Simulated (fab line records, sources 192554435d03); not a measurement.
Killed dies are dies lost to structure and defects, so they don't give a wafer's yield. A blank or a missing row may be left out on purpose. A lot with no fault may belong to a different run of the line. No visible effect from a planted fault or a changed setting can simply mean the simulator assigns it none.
Matching of chambers | flow n5_finfet | 4 sister chambers for N5_BEOL_M12_TRENCH_ETCH_34 on rie_diel-02
The step etches SiOC in C4F8/O2/Ar, target depth 318.95 nm, time 125.5 s. 18 wafers are shown with their chamber, then 9 later ones without.

WAFERS, EACH WITH ITS CHAMBER
wafer  | chamber | showerhead_plenum_p_Torr (Torr) | throttle_valve_pct (%) | rf_vpp_V (V)
L076.3 | 2       | 3.38                            | 24.08                  | 663
L076.4 | 3       | 3.24                            | 23.87                  | 660
L076.5 | 3       | 3.24                            | 23.87                  | 660
L078.1 | 3       | 3.24                            | 23.87                  | 661
L078.3 | 2       | 3.37                            | 24.06                  | 663
L078.5 | 2       | 3.37                            | 24.07                  | 663
L074.2 | 2       | 3.37                            | 24.09                  | 663
L074.3 | 0       | 3.62                            | 23.72                  | 671
L074.4 | 1       | 3.34                            | 24.24                  | 665
L079.3 | 2       | 3.37                            | 24.09                  | 664
L079.4 | 3       | 3.24                            | 23.87                  | 661
L079.6 | 1       | 3.34                            | 24.25                  | 665
L075.1 | 3       | 3.24                            | 23.87                  | 660
L075.4 | 2       | 3.37                            | 24.08                  | 662
L075.5 | 0       | 3.61                            | 23.71                  | 671
L089.1 | 0       | 3.60                            | 23.75                  | 670
L089.3 | 2       | 3.36                            | 24.12                  | 663
L089.4 | 1       | 3.33                            | 24.27                  | 665

SIGNATURES (means of the wafers above)
reading                  | chamber 0 | chamber 1 | chamber 2 | chamber 3 | scatter within a chamber
showerhead_plenum_p_Torr | 3.6100    | 3.3367    | 3.3700    | 3.2400    | 0.00577
throttle_valve_pct       | 23.7267   | 24.2533   | 24.0843   | 23.8700   | 0.0158
rf_vpp_V                 | 670.67    | 665.00    | 663.00    | 660.40    | 0.526
Rule: for a wafer and a chamber, the distance is found by dividing, reading by reading, the gap between the wafer's reading and the chamber's mean by the reading's scatter, squaring, summing and taking the root. The wafer belongs to the nearest chamber; if the next one is less than 2 further off, it can't be placed. The scatter: the root of (the sum of the squares of (reading less its chamber's mean) over the shown wafers, divided by (wafers less chambers)).

WAFERS WITHOUT THEIR CHAMBER
wafer  | showerhead_plenum_p_Torr (Torr) | throttle_valve_pct (%) | rf_vpp_V (V)
L094.2 | 3.36                            | 24.11                  | 662
L094.3 | 3.33                            | 24.29                  | 663
L094.6 | 3.35                            | 24.12                  | 663
L090.1 | 3.35                            | 24.13                  | 663
L090.2 | 3.33                            | 24.30                  | 664
L090.6 | 3.35                            | 24.12                  | 663
L097.3 | 3.61                            | 23.65                  | 671
L097.5 | 3.32                            | 24.31                  | 663
L097.6 | 3.34                            | 24.13                  | 664

EACH ONE'S CHAMBER
wafer  | from the rows above     | in truth
L094.2 | 2                       | 2
L094.3 | 1                       | 1
L094.6 | 2                       | 2
L090.1 | 2                       | 2
L090.2 | 1                       | 1
L090.6 | 2                       | 2
L097.3 | 0                       | 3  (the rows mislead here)
L097.5 | 1                       | 1
L097.6 | can't be placed: 2 or 1 | 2
Correctly placed: 7 of 9. Can't be placed from these rows: 1 (the true chamber is among the candidates in 1). Wrongly placed: 1.
